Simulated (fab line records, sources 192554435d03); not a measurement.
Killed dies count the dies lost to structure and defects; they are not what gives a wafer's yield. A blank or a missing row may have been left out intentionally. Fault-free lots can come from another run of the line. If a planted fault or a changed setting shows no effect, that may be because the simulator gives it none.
fab line records	flow n5Finfet
[record] lots = 9	wafers = 27	lastDay = 20
route steps=1938 shown BEOL_M4@1111 BEOL_M8@1377 PASSIVATION@1936
lots with no fault: from the same line, run without faults
startH: hours from the record's first day to the start of the lot's first wafer shown	waitH: time in hours since the lot's previous step	" identical to the entry in the row above	L1.1+2: a single row standing in for several wafers	- value missing, or start not given	* or withheld: withheld	< > ~ a bound
route shown NAME@n: NAME is a module with steps in the file, n the number in the route of the first one	usual: mean and standard deviation over wafers with no fault	same: alike in all rows	chamber/n: place in a boat	sites: per-site readings	_std_site: how widely they spread, as a standard deviation	_edge_site: the outer-site mean with the inner-site mean subtracted	radiusMm: for every site, how far away it sits from the centre of the wafer	mask NAME#n: copy n	behind: the tool/chamber that last shaped the wafer	hold: the reason the lot was held/the length of the hold in hours/how it ended	device: names the non-switching transistor (n, p or np)	end of line: at the end of the route, the tests of the same wafers	step lacking rows: just its recipe	killed: the dies lost at the first sort to structure and to defects; this is not the yield of the wafer	map: dies across one wafer; x = killed, . = not, _ = none there
set.NAME: the setting that was run; set.NAME@STEP: the one run at that earlier step	model.NAME: the simulator's own value behind a step, which no gauge read
the route's steps for a sample of lots (tables are steps, rows are wafers)
services: a tool's chamber out of use, with start hour (startH, from the record's first day; less than 0 if before it), hours out, and reason
[[steps]]
[step N5_BEOL_M4_RC_MEAS_101]
[usual] DIBL_N = 36.5/1.2	DIBL_P = 36.5/1.6	IOFF_N = 0.162/0.023	IOFF_P = 0.221/0.03	ION_N = 678/8	ION_P = 466/6.3	SS_N = 71.6/0.46	SS_P = 73.3/0.57	VT_N = 249.2/2.6	VT_P = -249/3.3
lot.wafer	tool	chamber	startH	waitH	DIBL_N[mV/V]	DIBL_P[mV/V]	IOFF_N[nA/um]	IOFF_P[nA/um]	ION_N[uA/um]	ION_P[uA/um]	SS_N[mV/dec]	SS_P[mV/dec]	VT_N[mV]	VT_P[mV]
L898.1	prober-02	0	241.66	0.0	36.6	38.9	0.186	0.239	683	467	71.1	74.4	248.0	-248
L898.3	"	0	"	"	37.0	39.9	0.209	0.253	693	470	71.8	73.7	244.0	-245
L898.5	"	0	"	"	36.9	39.0	0.191	0.232	682	470	71.4	73.8	246.5	-248
L899.3	prober-02	0	251.41	0.3	36.1	37.8	0.161	0.257	681	471	72.2	74.1	250.2	-245
L899.5	"	0	"	"	36.5	37.9	0.169	0.252	686	475	72.2	73.7	248.9	-245
L899.6	"	0	"	"	35.3	36.7	0.151	0.234	677	470	72.2	73.3	248.3	-245
L901.1	prober-02	0	254.83	0.0	36.9	37.8	0.162	0.189	680	459	71.5	73.0	250.4	-253
L901.3	"	0	"	"	36.6	37.4	0.155	0.180	667	454	71.3	74.0	251.2	-254
L901.6	"	0	"	"	36.5	37.5	0.156	0.176	682	460	71.9	72.5	250.6	-256
L902.1	prober-02	0	257.33	0.0	35.8	36.0	0.152	0.205	680	465	71.8	73.0	252.3	-252
L902.3	"	0	"	"	35.8	36.5	0.151	0.210	669	458	71.4	73.1	249.7	-250
L902.4	"	0	"	"	35.5	35.2	0.148	0.194	682	464	71.0	73.2	250.3	-252
L907.2	prober-01	0	290.62	0.2	36.6	36.6	0.161	0.226	682	467	71.9	73.1	251.7	-247
L907.3	"	0	"	"	36.0	36.7	0.152	0.232	670	466	71.6	73.4	251.2	-251
L907.5	"	0	"	"	37.1	37.6	0.177	0.246	686	471	71.3	72.5	247.3	-246
L912.1	prober-01	0	323.73	0.0	36.2	38.9	0.194	0.254	695	471	72.0	73.8	247.0	-246
L912.2	"	0	"	"	35.3	38.1	0.165	0.232	677	464	72.7	72.7	248.3	-248
L912.5	"	0	"	"	34.6	36.3	0.152	0.215	678	465	71.9	73.0	251.2	-247
L913.1	prober-02	0	324.15	0.0	38.8	39.4	0.225	0.302	700	475	72.1	74.0	243.9	-244
L913.3	"	0	"	"	36.4	36.0	0.173	0.244	682	471	71.6	72.6	246.0	-245
L913.5	"	0	"	"	38.4	38.4	0.204	0.288	687	479	71.8	74.0	246.0	-244
L911.1	prober-01	0	325.68	0.0	36.9	36.6	0.173	0.202	686	460	71.6	73.0	248.1	-253
L911.4	"	0	"	"	35.9	36.2	0.165	0.208	693	468	71.5	73.9	248.6	-250
L911.6	"	0	"	"	35.0	35.2	0.147	0.184	682	463	70.8	72.8	249.1	-251
L917.4	prober-02	0	367.87	0.5	38.1	38.1	0.181	0.251	678	468	72.3	74.5	248.3	-249
L917.5	"	0	"	"	37.7	36.9	0.170	0.233	691	469	72.2	74.4	249.1	-247
L917.6	"	0	"	"	39.2	38.9	0.206	0.258	690	463	72.1	73.9	245.9	-249
[step N5_BEOL_M8_TRENCH_ETCH_37]
[recipe] chemistry = C4F6/O2	targetDepthA = 934.78	target = SiCOH_lowk	timeS = 31.2	ionEnergyEv = 250	pressureMtorr = 30	sourceW = 345	biasW = 185	Ar_flow_sccm = 300	C4F6_flow_sccm = 10	O2_flow_sccm = 10
[usual] drypumpMotorCurrentA = 5.8/0.4	oesProductAu = 0.76/0.059	rfVppV = 667/7.8	showerheadPlenumPTorr = 2.87/0.066	throttleValvePct = 20.98/0.16
[same] timeS = 31.2
lot.wafer	tool	chamber	startH	waitH	drypumpMotorCurrentA	oesProductAu	rfHoursCounterH	rfVppV	showerheadPlenumPTorr	throttleValvePct
L898.1	rieDiel-01	0	-	-	5.8	0.81	92	678	2.98	20.98
L898.3	"	2	"	"	6.2	0.81	89	660	2.77	21.09
L898.5	"	1	"	"	5.7	0.80	-	665	2.87	20.94
L899.3	rieDiel-04	2	-	-	5.4	0.68	234	672	2.91	21.42
L899.5	"	0	"	"	6.4	0.86	-	663	3.01	20.85
L899.6	"	1	"	"	5.3	0.76	-	657	2.84	20.60
L901.1	rieDiel-06	0	-	-	6.0	0.71	215	652	2.81	21.10
L901.3	"	3	"	"	5.9	0.72	172	662	2.84	20.92
L901.6	"	3	"	"	5.9	0.73	-	661	2.84	20.91
L902.1	rieDiel-01	2	-	-	6.2	0.81	96	661	2.76	21.11
L902.3	"	1	"	"	5.7	0.79	116	665	2.87	20.95
L902.4	"	3	"	"	5.6	0.74	168	669	2.85	21.17
L907.2	rieDiel-01	1	-	-	5.8	0.78	132	665	2.86	20.96
L907.3	"	2	"	"	6.3	0.79	112	661	2.76	21.15
L907.5	"	2	"	"	6.3	0.79	-	661	2.76	21.15
L912.1	rieDiel-01	1	-	-	5.8	0.77	140	664	2.86	20.98
L912.2	"	3	"	"	5.6	0.71	198	670	2.84	21.21
L912.5	"	0	"	"	5.7	0.79	-	677	2.97	21.03
L913.1	rieDiel-06	3	-	-	5.9	0.71	202	661	2.82	20.98
L913.3	"	2	"	"	5.1	0.69	234	672	2.93	20.87
L913.5	"	2	"	"	5.1	0.69	-	673	2.93	20.86
L911.1	rieDiel-06	1	-	-	5.7	0.77	124	678	2.85	21.03
L911.4	"	3	"	"	5.9	0.71	204	661	2.82	20.99
L911.6	"	1	"	"	5.7	0.77	-	676	2.86	21.05
L917.4	rieDiel-06	2	-	-	5.1	0.67	-	672	2.92	20.92
L917.5	"	1	"	"	5.8	0.76	-	677	2.85	21.07
L917.6	"	3	"	"	5.9	0.69	-	660	2.82	20.98
[step N5_BEOL_M8_SURFACE_TREAT_79]
[recipe] gas = Ar	timeS = *	ionEnergyEv = *	ionCurrentMaCm2 = 0.5	pressureMtorr = *	arFlowSccm = 30
[usual] throttleValvePct = *
[same] timeS = *
lot.wafer	tool	chamber	startH	waitH	throttleValvePct
L898.1	pvdSputter-01	-	275.94	0.3	*
L898.3	"	-	"	"	*
L898.5	"	-	"	"	*
L899.3	pvdSputter-02	-	280.97	0.4	*
L899.5	"	-	"	"	*
L899.6	"	-	"	"	*
L901.1	pvdSputter-02	-	287.01	0.2	*
L901.3	"	-	"	"	*
L901.6	"	-	"	"	*
L902.1	pvdSputter-03	-	291.14	0.4	*
L902.3	"	-	"	"	*
L902.4	"	-	"	"	*
L907.2	pvdSputter-03	-	326.30	1.8	*
L907.3	"	-	"	"	*
L907.5	"	-	"	"	*
L912.1	pvdSputter-03	-	362.10	0.4	*
L912.2	"	-	"	"	*
L912.5	"	-	"	"	*
L913.1	pvdSputter-03	-	362.14	0.3	*
L913.3	"	-	"	"	*
L913.5	"	-	"	"	*
L911.1	pvdSputter-01	-	369.55	0.2	*
L911.4	"	-	"	"	*
L911.6	"	-	"	"	*
L917.4	pvdSputter-02	-	406.61	0.2	*
L917.5	"	-	"	"	*
L917.6	"	-	"	"	*
[step N5_BEOL_M8_CVD_78]
[recipe] material = Co	targetThkA = 20	tempC = withheld	precursor = CCTBA/H2	pressureTorr = 30	timeS = 142.3
[usual] chamberPressureTorr = 30.00/0.066	runLengthS = 165.1/0.42	timeS = 142.3/0
lot.wafer	tool	chamber	startH	waitH	chamberPressureTorr	runLengthS	timeS
L898.1	cvdCo-02	0	276.01	0.0	30.06	164.7	142.3
L898.3	"	2	"	"	29.94	165.7	142.3
L898.5	"	2	"	"	29.94	165.9	142.3
L899.3	cvdCo-02	0	281.03	0.0	-	-	-
L899.5	"	1	"	"	-	-	-
L899.6	"	2	"	"	-	-	-
L901.1	cvdCo-02	1	287.15	0.1	-	-	-
L901.3	"	0	"	"	-	-	-
L901.6	"	0	"	"	-	-	-
L902.1	cvdCo-02	0	292.22	1.1	30.16	165.3	142.3
L902.3	"	1	"	"	29.96	164.6	142.3
L902.4	"	1	"	"	30.02	164.6	142.3
L907.2	cvdCo-02	1	326.36	0.0	30.07	164.7	142.3
L907.3	"	0	"	"	30.00	164.7	142.3
L907.5	"	1	"	"	30.11	165.7	142.3
L912.1	cvdCo-01	2	362.35	0.2	30.04	164.8	142.3
L912.2	"	1	"	"	29.97	164.9	142.3
L912.5	"	1	"	"	29.99	164.9	142.3
L913.1	cvdCo-02	2	362.43	0.3	30.03	165.4	142.3
L913.3	"	1	"	"	29.95	165.3	142.3
L913.5	"	0	"	"	30.11	164.8	142.3
L911.1	cvdCo-02	2	369.81	0.2	29.98	165.8	142.3
L911.4	"	1	"	"	30.16	164.8	142.3
L911.6	"	0	"	"	30.02	164.7	142.3
L917.4	cvdCo-02	0	406.75	0.1	30.01	165.1	142.3
L917.5	"	1	"	"	29.98	164.8	142.3
L917.6	"	2	"	"	30.00	165.3	142.3
[step N5_BEOL_M8_CMP_52]
[recipe] stopOn = SiCOH_lowk	tOverpolishS = 6.9	downForcePsi = 1	platenRpm = 50	clearingPlatenDownForcePsi = 1.5	clearingPlatenRpm = 50	postCmpClean = cuAlkaline	targetThkNm = 80	clearingPlatenPadVelocityMS = 0.99484	padVelocityMS = 0.99484
[usual] barrierFieldEndpointS = 29.0/0.61	motorCurrentA = 5.98/0.29	slurryFilterDpKPa = 13.51/0.13
lot.wafer	tool	chamber	startH	waitH	barrierFieldEndpointS	motorCurrentA	slurryFilterDpKPa
L898.1	cmp-02	0	276.65	0.3	29.1	6.03	13.34
L898.3	"	3	"	"	29.1	5.63	13.54
L898.5	"	0	"	"	29.3	5.81	13.42
L899.3	cmp-02	0	281.94	0.3	26.2	6.08	13.36
L899.5	"	1	"	"	27.3	5.64	13.44
L899.6	"	2	"	"	27.4	6.03	13.55
L901.1	cmp-02	2	287.89	0.3	26.9	5.98	13.54
L901.3	"	0	"	"	27.7	5.91	13.42
L901.6	"	2	"	"	27.6	6.06	13.28
L902.1	cmp-02	1	293.45	0.3	29.1	5.88	13.58
L902.3	"	3	"	"	28.8	5.81	13.61
L902.4	"	0	"	"	29.3	5.45	13.77
L907.2	cmp-02	1	327.25	0.2	29.1	6.07	13.56
L907.3	"	2	"	"	28.4	6.11	13.65
L907.5	"	0	"	"	29.9	5.57	13.55
L912.2	cmp-04	1	363.48	0.2	28.4	6.38	13.40
L912.1	"	2	"	"	28.1	5.85	13.37
L912.5	"	1	"	"	27.8	6.34	13.47
L913.1	cmp-01	3	363.66	0.4	28.5	5.17	13.37
L913.3	"	0	"	"	29.3	6.06	13.45
L913.5	"	3	"	"	29.4	5.40	13.57
L911.1	cmp-04	2	372.12	0.3	28.1	5.77	13.48
L911.4	"	0	"	"	29.7	5.90	13.46
L911.6	"	2	"	"	28.6	5.98	13.36
L917.4	cmp-04	0	409.28	0.2	29.5	5.98	13.50
L917.5	"	3	"	"	30.0	6.31	13.35
L917.6	"	0	"	"	29.9	6.25	13.49
[step N5_BEOL_M8_RS_MEAS_57]
[recipe] thkMeasGauge = four-point-probe	reads = Cu_of_BEOL_M8_ECD_50+Co_of_BEOL_M8_CVD_78+TaN_of_BEOL_M8_ALD_77
[usual] M8_RS = 0.289/0.0064
lot.wafer	tool	chamber	startH	waitH	M8_RS[ohm/sq]
L898.1	filmMetro-01	-	277.08	0.1	0.287
L898.3	"	-	"	"	0.291
L898.5	"	-	"	"	0.284
L899.3	filmMetro-01	-	282.26	0.1	0.292
L899.5	"	-	"	"	0.280
L899.6	"	-	"	"	0.283
L901.1	filmMetro-01	-	288.28	0.1	0.288
L901.3	"	-	"	"	0.274
L901.6	"	-	"	"	0.281
L902.1	filmMetro-02	-	293.88	0.1	0.281
L902.3	"	-	"	"	0.280
L902.4	"	-	"	"	0.290
L907.2	filmMetro-01	-	327.64	0.1	0.283
L907.3	"	-	"	"	0.280
L907.5	"	-	"	"	0.281
L912.1	filmMetro-02	-	363.90	0.1	0.291
L912.2	"	-	"	"	0.297
L912.5	"	-	"	"	0.286
L913.1	filmMetro-01	-	364.09	0.1	0.281
L913.3	"	-	"	"	0.284
L913.5	"	-	"	"	0.287
L911.1	filmMetro-02	-	372.56	0.1	0.301
L911.4	"	-	"	"	0.297
L911.6	"	-	"	"	0.297
L917.4	filmMetro-02	-	409.67	0.0	0.293
L917.5	"	-	"	"	0.295
L917.6	"	-	"	"	0.295
[step N5_PASSIVATION_PROBE_49]
[usual] defectLimitedYield = 91.2/1.3	killed_at_M0_to_M3 = 34/9.2	killed_at_M4_up = 14/5	killedAtContacts = 13/6.7	killedAtFrontEnd = 39/12	killedAtOther = 4/3.3	killedDies = 104/15	killedOnRim = 14/3.7	killedOpen = 68/12	killedShort = 34/7.5	sort_bin_5_function = 5.2/0.87	sort_bin_6_memory = 3.3/0.63	sortNPass = 1076/15	sortYieldPct = 91.2/1.3
[same] grossDies = 1180	killedAtBackSide = 0	sort_bin_4_leakage[%] = 0	sort_bin_8_speed[%] = 0
lot.wafer	tool	chamber	startH	waitH	defectLimitedYield[%]	killed_at_M0_to_M3	killed_at_M4_up	killedAtContacts	killedAtFrontEnd	killedAtOther	killedDies	killedOnRim	killedOpen	killedShort	sort_bin_5_function[%]	sort_bin_6_memory[%]	sortNPass	sortYieldPct[%]
L899.3	prober-01	-	350.22	0.1	20.2	27	872	10	24	9	942	141	51	25	67.5	12.3	238	20.2
L899.5	prober-01	-	350.32	0.2	18.0	34	880	13	40	1	968	104	77	26	68.7	13.1	212	18.0
L899.6	prober-01	-	350.37	0.3	19.4	28	882	11	28	2	951	73	55	25	68.0	12.5	229	19.4
L901.1	prober-01	-	353.42	0.0	17.5	35	863	17	55	3	973	96	74	42	69.8	12.3	207	17.5
L901.3	prober-01	-	353.52	0.1	18.4	32	872	10	46	3	963	144	55	42	69.7	11.4	217	18.4
L901.6	prober-01	-	353.67	0.3	17.5	40	869	16	48	1	974	140	65	44	68.1	14.2	206	17.5
// killed by level:class
L899.3 BEOL_M8:areaCvd=534 BEOL_M8:interfaceVoidOpened=331 MOL_CONTACT_COAG:geometricParticle:open=9 BEOL_M0_SAQP:geometricParticle:open=6 BEOL_M1:geometricParticle:open=5 BEOL_M0_SAQP:geometricParticle:short=5 BEOL_M4:geometricParticle:open=5 BEOL_M3:geometricParticle:open=5
L899.5 BEOL_M8:areaCvd=516 BEOL_M8:interfaceVoidOpened=345 STI_FIN_REVEAL:geometricParticle:open=13 BEOL_M4:geometricParticle:open=11 MOL_CONTACT_COAG:geometricParticle:open=10 BEOL_M1:geometricParticle:open=10 BEOL_M0_SAQP:geometricParticle:open=7 DUMMY_GATE:geometricParticle:open=6
L899.6 BEOL_M8:areaCvd=553 BEOL_M8:interfaceVoidOpened=316 MOL_CONTACT_COAG:geometricParticle:open=11 BEOL_M0:geometricParticle:open=8 BEOL_M0_SAQP:geometricParticle:short=7 FIN_SAQP:geometricParticle:open=6 FIN_SAQP:geometricParticle:short=5 BEOL_M3:geometricParticle:open=4
L901.1 BEOL_M8:areaCvd=505 BEOL_M8:interfaceVoidOpened=351 STI_FIN_REVEAL:geometricParticle:open=19 MOL_CONTACT_COAG:geometricParticle:open=13 BEOL_M0_SAQP:geometricParticle:short=11 FIN_SAQP:geometricParticle:short=10 BEOL_M0_SAQP:geometricParticle:open=9 FIN_SAQP:geometricParticle:open=8
L901.3 BEOL_M8:areaCvd=521 BEOL_M8:interfaceVoidOpened=343 FIN_SAQP:geometricParticle:short=18 BEOL_M2:geometricParticle:open=8 FIN_SAQP:geometricParticle:open=7 MOL_CONTACT_COAG:geometricParticle:open=6 BEOL_M0_SAQP:geometricParticle:short=6 STI_FIN_REVEAL:geometricParticle:open=6
L901.6 BEOL_M8:areaCvd=530 BEOL_M8:interfaceVoidOpened=331 FIN_SAQP:geometricParticle:short=13 FIN_SAQP:geometricParticle:open=12 BEOL_M2:geometricParticle:open=11 MOL_CONTACT_COAG:geometricParticle:short=9 BEOL_M0_SAQP:geometricParticle:open=9 MOL_CONTACT_COAG:geometricParticle:open=7
[[services]]
tool	chamber	startH	hours	kind
rieDiel-06	3	258.10	3.1	repair
rieDiel-04	3	260.32	20.8	repair
cmp-04	-	262.70	6.1	pm
cmp-01	-	265.06	4.0	pm
cvdCo-01	-	266.85	28.1	pm
cmp-01	-	274.58	4.7	repair
rieDiel-06	1	301.28	8.3	repair
rieDiel-06	-	310.71	2.8	pm
rieDiel-01	0	311.39	14.6	repair
cmp-02	-	312.09	4.0	pm
rieDiel-01	1	323.83	2.3	repair
rieDiel-04	0	328.48	9.2	repair
cvdCo-02	1	333.33	-	clean
rieDiel-01	1	337.50	9.0	repair
cvdCo-02	-	340.26	0.7	repair
cmp-02	-	358.42	7.3	pm
cmp-01	-	376.04	0.6	repair
rieDiel-01	3	376.33	6.9	repair
rieDiel-06	0	377.94	8.3	repair
cmp-02	-	385.38	0.5	repair
cmp-01	-	389.82	1.8	repair
rieDiel-01	2	397.61	35.8	repair
rieDiel-06	2	401.88	2.7	repair
cvdCo-02	-	407.08	0.7	repair
[[key]]
[firstSign] step = N5_BEOL_M8_CVD_78	reading = toolRecord	direction = missing
[effect] step = N5_BEOL_M8_CMP_52	reading = barrierFieldEndpointS	direction = down	sigmas = 3	usual = 29.0	struck = 27.2
[effect] step = N5_PASSIVATION_PROBE_49	reading = killed_at_M4_up	direction = up	sigmas = 99+	usual = 14	struck = 873
[moreKillsBornAt] N5_BEOL_M8_CVD_78@cvdCo-02 = 3159
metAt N5_BEOL_M8_CVD_78
struckLots L899,L901
laterRowsLeftOut L899.3,L899.5,L899.6,L901.1,L901.3,L901.6
notActingAt N5_BEOL_M8_TRENCH_ETCH_37,N5_BEOL_M8_SURFACE_TREAT_79,N5_BEOL_M8_RS_MEAS_57
onsetBetween 276.01 281.03
[fault] kind = skippedStepWhole	tool = cvdCo-02	chamber = -	onsetH = 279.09	steps = N5_BEOL_M8_CVD_78	scope = struckLotsOnly
// laterRowsLeftOut: the simulator's readings of these wafers behind a module that went badly wrong aren't trusted and aren't shown, but for the sort
